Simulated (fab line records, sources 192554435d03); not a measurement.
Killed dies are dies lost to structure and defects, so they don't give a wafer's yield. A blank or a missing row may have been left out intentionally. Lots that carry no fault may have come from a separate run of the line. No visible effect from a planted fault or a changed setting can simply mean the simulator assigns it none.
fab line records + flow n5-finfet
[record]
- lots = 7
- wafers = 39
route steps=1938 shown WELL_APT@55 FIN_SAQP@130 DUMMY_GATE@243 HKMG_FIN@406 MOL_CONTACT_COAG@541 BEOL_M4@1111
start-h: hours from the record's first day to the start of the lot's first wafer shown + wait-h: hours from the lot's prior step to this one + " the same as in the row above + L1.1+2: a single row standing in for several wafers + - no value, or no start given + * or withheld: withheld + < > ~ a bound
route shown NAME@n: NAME is a module with steps in the file, n the number in the route of the first one + usual: average and standard deviation across the fault-free wafers + same: alike in all rows + chamber/n: place in a boat + sites: the reading at each site + _std_site: their standard deviation + _edge_site: outer sites' mean less inner sites' + radius-mm: for every site, how far away it sits from the centre of the wafer + mask NAME#n: copy n + behind: the most recent tool/chamber to have shaped the wafer + hold: cause of the lot's hold/its duration in hours/its outcome + device: the n, p or np transistor that did not switch + end of line: tests of these same wafers at the route's end + a step given without rows: its recipe and nothing more + killed: dies that structure and defects cost at the first sort, which is not the same as the wafer's yield + map: a wafer's dies, marking killed ones x, the rest . and places with no die _
set.NAME: the run value of the setting; set.NAME@STEP: its run value at that earlier step + model.NAME: the simulator's own value behind a step, which no gauge read
lots whose settings were changed on purpose; a table a step, a row a wafer
[[steps]]
[step N5_WELL_APT_EPI_41]
[recipe]
- material = Si
- target-thk-a = 500
- temp-c = 650
- precursor = SiH4/H2
- pressure-torr = 20
- time-s = 297.7
[step N5_FIN_SAQP_ETCH_65]
[recipe]
- chemistry = CF4
- target = SiO2
- target-depth-a = 40
- ion-energy-ev = 350
- time-s = 4.4
- pressure-mtorr = 10
- icp-w = 800
- bias-w = 400
- cf4-flow-sccm = 80
[step N5_DUMMY_GATE_ETCH_31]
[recipe]
- chemistry = C4F6/O2
- target = SiO2
- mask-material = SOC
- target-depth-a = 825
- time-s = 27.5
- ion-energy-ev = 250
- pressure-mtorr = 30
- source-w = 345
- bias-w = 185
- Ar_flow_sccm = 300
- C4F6_flow_sccm = 10
- O2_flow_sccm = 10
[step N5_DUMMY_GATE_ETCH_32]
[recipe]
- chemistry = CF4
- target = SiO2
- target-depth-a = 35
- time-s = 3.9
- ion-energy-ev = 350
- pressure-mtorr = 10
- icp-w = 800
- bias-w = 400
- cf4-flow-sccm = 80
[step N5_DUMMY_GATE_ETCH_42]
[recipe]
- chemistry = CHF3/O2
- target = SiO2
- target-depth-a = 35
- time-s = 31
- ion-energy-ev = 30
- bias-w = 12
- pressure-mtorr = 30
- source-w = 600
- Ar_flow_sccm = 200
- CHF3_flow_sccm = 50
- O2_flow_sccm = 5
[step N5_HKMG_FIN_ETCH_58]
[recipe]
- chemistry = N2/H2
- target = SOC
- target-depth-a = 2158
- ion-energy-ev = 50
- bias-w = 13
- time-s = 741
- pressure-mtorr = 30
- source-w = 875
- n2-flow-sccm = 200
- h2-flow-sccm = 200
[step N5_HKMG_FIN_ALD_79]
[recipe]
- material = TiN
- target-thk-a = 15
- temp-c = 400
- ald-precursor-family = TiCl4
- ald-co-reactant = NH3
- pulse-time-s = 1
- purge-time-s = 3
- co-reactant-purge-time-s = 2
- co-reactant-pulse-time-s = 2
- ald-cycles = 68
- pressure-torr = 3
[step N5_HKMG_FIN_ALD_36]
[recipe]
- material = TiN
- target-thk-a = 10
- temp-c = 400
- ald-precursor-family = TiCl4
- ald-co-reactant = NH3
- pulse-time-s = 1
- purge-time-s = 3
- co-reactant-purge-time-s = 2
- co-reactant-pulse-time-s = 2
- ald-cycles = 47
- pressure-torr = 3
[step N5_MOL_CONTACT_COAG_IMPLANT_129]
[recipe]
- species = Ge
- energy-kev = 3
- dose-cm2 = 6e+14
- tilt-deg = 0
- rotation-deg = 0
[step N5_BEOL_M4_RC_MEAS_101]
[usual]
- CJ_N = 4.37/0.086
- RS_PWELL = 3011/25
| lot.wafer | tool      | chamber | start-h | wait-h | set.time-s@WELL_APT_EPI_41 | set.time-s@FIN_SAQP_ETCH_65 | set.target-depth-a@DUMMY_GATE_ETCH_31 | set.time-s@DUMMY_GATE_ETCH_32 | set.bias-w@DUMMY_GATE_ETCH_42 | set.bias-w@HKMG_FIN_ETCH_58 | set.ald-cycles@HKMG_FIN_ALD_79 | set.temp-c@HKMG_FIN_ALD_36 | set.energy-kev@MOL_CONTACT_COAG_IMPLANT_129 | CJ_N | RS_PWELL[ohm/sq] |
|-----------|-----------|---------|---------|--------|----------------------------|-----------------------------|---------------------------------------|-------------------------------|-------------------------------|-----------------------------|--------------------------------|----------------------------|---------------------------------------------|------|------------------|
| L079.1    | prober-02 | 0       | 209.34  | 0.0    | 297.7                      | 4.4                         | 878.4                                 | 4.75                          | 12                            | 14.99                       | 68                             | 400                        | 3.464                                       | 4.43 | 3029             |
| L079.2    | "         | 0       | "       | "      | 286.4                      | 4.4                         | 825                                   | 3.9                           | 13.13                         | 14.99                       | 68                             | 400                        | 3                                           | 4.61 | 3061             |
| L079.3    | "         | 0       | "       | "      | 286.4                      | 3.774                       | 878.4                                 | 4.75                          | 13.13                         | 13                          | 74                             | 400                        | 3                                           | 4.58 | 3042             |
| L079.4    | "         | 0       | "       | "      | 297.7                      | 4.4                         | 825                                   | 3.9                           | 12                            | 13                          | 68                             | 389.2                      | 3                                           | 4.51 | 3034             |
| L079.5    | "         | 0       | "       | "      | 297.7                      | 3.774                       | 878.4                                 | 3.9                           | 13.13                         | 14.99                       | 74                             | 389.2                      | 3.464                                       | 4.42 | 3032             |
| L079.6    | "         | 0       | "       | "      | 286.4                      | 3.774                       | 825                                   | 4.75                          | 12                            | 13                          | 74                             | 389.2                      | 3.464                                       | 4.58 | 3052             |
| L085.1    | prober-02 | 0       | 233.07  | 0.0    | 297.7                      | 3.979                       | 885.8                                 | 4.802                         | 12                            | 11.08                       | 68                             | 400                        | 3                                           | 4.39 | 3051             |
| L085.2    | "         | 0       | "       | "      | 315.6                      | 4.4                         | 825                                   | 4.802                         | 12                            | 11.08                       | 68                             | 408.2                      | 3                                           | 4.03 | 2990             |
| L085.3    | "         | 0       | "       | "      | 297.7                      | 3.979                       | 825                                   | 3.9                           | 11.35                         | 13                          | 68                             | 400                        | 3                                           | 4.37 | 3044             |
| L085.4    | "         | 0       | "       | "      | 297.7                      | 4.4                         | 825                                   | 3.9                           | 11.35                         | 11.08                       | 68                             | 408.2                      | 3                                           | 4.39 | 3042             |
| L085.5    | "         | 0       | "       | "      | 315.6                      | 3.979                       | 885.8                                 | 3.9                           | 12                            | 13                          | 68                             | 400                        | 3                                           | 4.06 | 3014             |
| L085.6    | "         | 0       | "       | "      | 315.6                      | 4.4                         | 885.8                                 | 4.802                         | 11.35                         | 13                          | 68                             | 408.2                      | 3                                           | 4.08 | 3029             |
| L086.1    | prober-01 | 0       | 246.88  | 0.0    | 297.7                      | 3.919                       | 825                                   | 3.141                         | 12                            | 13                          | 61                             | 400                        | 3.391                                       | 4.27 | 2985             |
| L086.2    | "         | 0       | "       | "      | 297.7                      | 4.4                         | 825                                   | 3.9                           | 12                            | 11.44                       | 61                             | 400                        | 3                                           | 4.18 | 2974             |
| L086.3    | "         | 0       | "       | "      | 297.7                      | 3.919                       | 825                                   | 3.9                           | 12                            | 11.44                       | 61                             | 400                        | 3.391                                       | 4.20 | 2964             |
| L086.4    | "         | 0       | "       | "      | 297.7                      | 4.4                         | 825                                   | 3.141                         | 12                            | 13                          | 68                             | 400                        | 3                                           | 4.20 | 2988             |
| L086.5    | "         | 0       | "       | "      | 297.7                      | 4.4                         | 825                                   | 3.9                           | 12                            | 13                          | 68                             | 400                        | 3.391                                       | 4.15 | 2982             |
| L086.6    | "         | 0       | "       | "      | 297.7                      | 3.919                       | 825                                   | 3.141                         | 12                            | 11.44                       | 68                             | 400                        | 3                                           | 4.19 | 3010             |
| L088.1    | prober-01 | 0       | 256.36  | 0.0    | 297.7                      | 5.042                       | 916.4                                 | 3.9                           | 11.31                         | 13                          | 68                             | 412                        | 3                                           | 4.26 | 3009             |
| L088.2    | "         | 0       | "       | "      | 297.7                      | 4.4                         | 825                                   | 4.334                         | 11.31                         | 13                          | 68                             | 400                        | 3                                           | 4.32 | 3009             |
| L088.3    | "         | 0       | "       | "      | 297.7                      | 4.4                         | 916.4                                 | 4.334                         | 12                            | 13                          | 68                             | 400                        | 3                                           | 4.23 | 3009             |
| L088.4    | "         | 0       | "       | "      | 297.7                      | 4.4                         | 825                                   | 3.9                           | 11.31                         | 13                          | 68                             | 412                        | 3                                           | 4.24 | 3011             |
| L088.5    | "         | 0       | "       | "      | 297.7                      | 5.042                       | 825                                   | 3.9                           | 12                            | 13                          | 68                             | 400                        | 3                                           | 4.27 | 2990             |
| L088.6    | "         | 0       | "       | "      | 297.7                      | 5.042                       | 916.4                                 | 4.334                         | 12                            | 13                          | 68                             | 412                        | 3                                           | 4.18 | 3007             |
| L095.1    | prober-02 | 0       | 293.24  | 0.0    | 320                        | 4.055                       | 740.7                                 | 4.411                         | 10.22                         | 13                          | 68                             | 400                        | 3                                           | 4.08 | 2959             |
| L095.2    | "         | 0       | "       | "      | 297.7                      | 4.4                         | 825                                   | 3.9                           | 10.22                         | 13                          | 68                             | 400                        | 3                                           | 4.32 | 3027             |
| L095.3    | "         | 0       | "       | "      | 320                        | 4.055                       | 825                                   | 4.411                         | 10.22                         | 13                          | 68                             | 400                        | 3.841                                       | 3.93 | 2957             |
| L095.4    | "         | 0       | "       | "      | 320                        | 4.4                         | 740.7                                 | 3.9                           | 12                            | 13                          | 68                             | 400                        | 3.841                                       | 3.96 | 2968             |
| L095.5    | "         | 0       | "       | "      | 297.7                      | 4.4                         | 740.7                                 | 4.411                         | 12                            | 13                          | 68                             | 400                        | 3.841                                       | 4.45 | 3009             |
| L095.6    | "         | 0       | "       | "      | 297.7                      | 4.055                       | 825                                   | 3.9                           | 12                            | 13                          | 68                             | 400                        | 3                                           | 4.54 | 3035             |
| L093.1    | prober-01 | 0       | 296.75  | 0.0    | 297.7                      | 4.4                         | 825                                   | 3.9                           | 12                            | 13                          | 68                             | 400                        | 3                                           | 4.43 | 3010             |
| L093.5    | "         | 0       | "       | "      | 297.7                      | 4.4                         | 825                                   | 3.9                           | 12                            | 13                          | 68                             | 400                        | 3                                           | 4.52 | 3001             |
| L093.6    | "         | 0       | "       | "      | 297.7                      | 4.4                         | 825                                   | 3.9                           | 12                            | 13                          | 68                             | 400                        | 3                                           | 4.43 | 3003             |
| L097.1    | prober-01 | 0       | 309.46  | 0.0    | 297.7                      | 4.4                         | 825                                   | 3.9                           | 12                            | 13                          | 68                             | 400                        | 3                                           | 4.40 | 3012             |
| L097.2    | "         | 0       | "       | "      | 297.7                      | 4.4                         | 825                                   | 3.185                         | 12.73                         | 13                          | 57                             | 400                        | 3                                           | 4.41 | 3012             |
| L097.3    | "         | 0       | "       | "      | 297.7                      | 4.4                         | 790                                   | 3.185                         | 12.73                         | 13                          | 57                             | 400                        | 3                                           | 4.43 | 2971             |
| L097.4    | "         | 0       | "       | "      | 297.7                      | 4.4                         | 790                                   | 3.9                           | 12                            | 13                          | 57                             | 400                        | 3                                           | 4.52 | 3006             |
| L097.5    | "         | 0       | "       | "      | 297.7                      | 4.4                         | 790                                   | 3.185                         | 12                            | 13                          | 68                             | 400                        | 3                                           | 4.38 | 3029             |
| L097.6    | "         | 0       | "       | "      | 297.7                      | 4.4                         | 825                                   | 3.9                           | 12.73                         | 13                          | 68                             | 400                        | 3                                           | 4.40 | 3029             |
[[key]]
[split]
- step = N5_WELL_APT_EPI_41
- setting = time-s
- stated-as = 297.7
[response]
- step = N5_BEOL_M4_RC_MEAS_101
- reading = CJ_N
- slope = -0.0535
- per = 1%
- together-with = all
- explained = 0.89
[response]
- step = N5_BEOL_M4_RC_MEAS_101
- reading = RS_PWELL
- slope = -6.76
- per = 1%
- together-with = all
- explained = 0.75
[split]
- step = N5_FIN_SAQP_ETCH_65
- setting = time-s
- stated-as = 4.4
response none clear
[split]
- step = N5_DUMMY_GATE_ETCH_31
- setting = target-depth-a
- stated-as = 825
response none clear
[split]
- step = N5_DUMMY_GATE_ETCH_32
- setting = time-s
- stated-as = 3.9
response none clear
[split]
- step = N5_DUMMY_GATE_ETCH_42
- setting = bias-w
- stated-as = 12
response none clear
[split]
- step = N5_HKMG_FIN_ETCH_58
- setting = bias-w
- stated-as = 13
response none clear
[split]
- step = N5_HKMG_FIN_ALD_79
- setting = ald-cycles
- stated-as = 68
response none clear
[split]
- step = N5_HKMG_FIN_ALD_36
- setting = temp-c
- stated-as = 400
response none clear
[split]
- step = N5_MOL_CONTACT_COAG_IMPLANT_129
- setting = energy-kev
- stated-as = 3
response none clear
